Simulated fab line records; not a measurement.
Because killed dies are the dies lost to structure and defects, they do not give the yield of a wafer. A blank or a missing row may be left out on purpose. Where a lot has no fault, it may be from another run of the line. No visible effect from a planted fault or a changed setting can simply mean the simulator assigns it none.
Matching of chambers :: flow n5-finfet :: 4 sister chambers for N5_HKMG_FIN_NWFM_ALD_20 on ald-metal-02
The step deposits TiAlC, target thk 2 nm, pulse time 3 s, purge time 2 s. 8 wafers are shown with their chamber, then 7 later ones without.

WAFERS PAIRED WITH THEIR CHAMBERS
wafer: L074.2
chamber: 0
heater-power-outer-w (W): 281
heater-power-w (W): 516

wafer: L074.3
chamber: 3
heater-power-outer-w (W): 369
heater-power-w (W): 599

wafer: L083.5
chamber: 2
heater-power-outer-w (W): 275
heater-power-w (W): 482

wafer: L086.1
chamber: 2
heater-power-outer-w (W): 272
heater-power-w (W): 507

wafer: L086.5
chamber: 1
heater-power-outer-w (W): 381
heater-power-w (W): 624

wafer: L086.6
chamber: 0
heater-power-outer-w (W): 284
heater-power-w (W): 517

wafer: L089.1
chamber: 1
heater-power-outer-w (W): 371
heater-power-w (W): 635

wafer: L089.2
chamber: 3
heater-power-outer-w (W): 358
heater-power-w (W): 613

WAFERS WITHOUT THEIR CHAMBER
wafer: L089.5
heater-power-outer-w (W): 280
heater-power-w (W): 504

wafer: L093.1
heater-power-outer-w (W): 269
heater-power-w (W): 498

wafer: L093.4
heater-power-outer-w (W): 379
heater-power-w (W): 610

wafer: L093.5
heater-power-outer-w (W): 272
heater-power-w (W): 477

wafer: L096.2
heater-power-outer-w (W): 357
heater-power-w (W): 600

wafer: L096.3
heater-power-outer-w (W): 392
heater-power-w (W): 609

wafer: L096.6
heater-power-outer-w (W): 363
heater-power-w (W): 610

CHAMBER TAKEN BY EACH
wafer: L089.5
from the rows above: can't be placed: 0 or 2
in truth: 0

wafer: L093.1
from the rows above: 2
in truth: 2

wafer: L093.4
from the rows above: can't be placed: 1 or 3
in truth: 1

wafer: L093.5
from the rows above: 2
in truth: 2

wafer: L096.2
from the rows above: 3
in truth: 3

wafer: L096.3
from the rows above: can't be placed: 1 or 3
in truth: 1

wafer: L096.6
from the rows above: 3
in truth: 3
4 of 7 placed correctly. From these rows, 3 cannot be placed; in 3 the true chamber is one of the candidates. Wrongly placed: 0.
How it was worked out, from the rows above alone: a wafer's distance from a chamber is the root of the sum, over the readings, of the square of ((its reading less the chamber's mean) divided by the reading's scatter). The wafer belongs to the nearest chamber; if the next one is less than 2 further off, it can't be placed. For every chamber, the mean is computed from those of its wafers that are shown. The scatter is the square root of a quotient: the sum, over the shown wafers, of each reading's squared deviation from its chamber's mean, divided by wafers minus chambers.
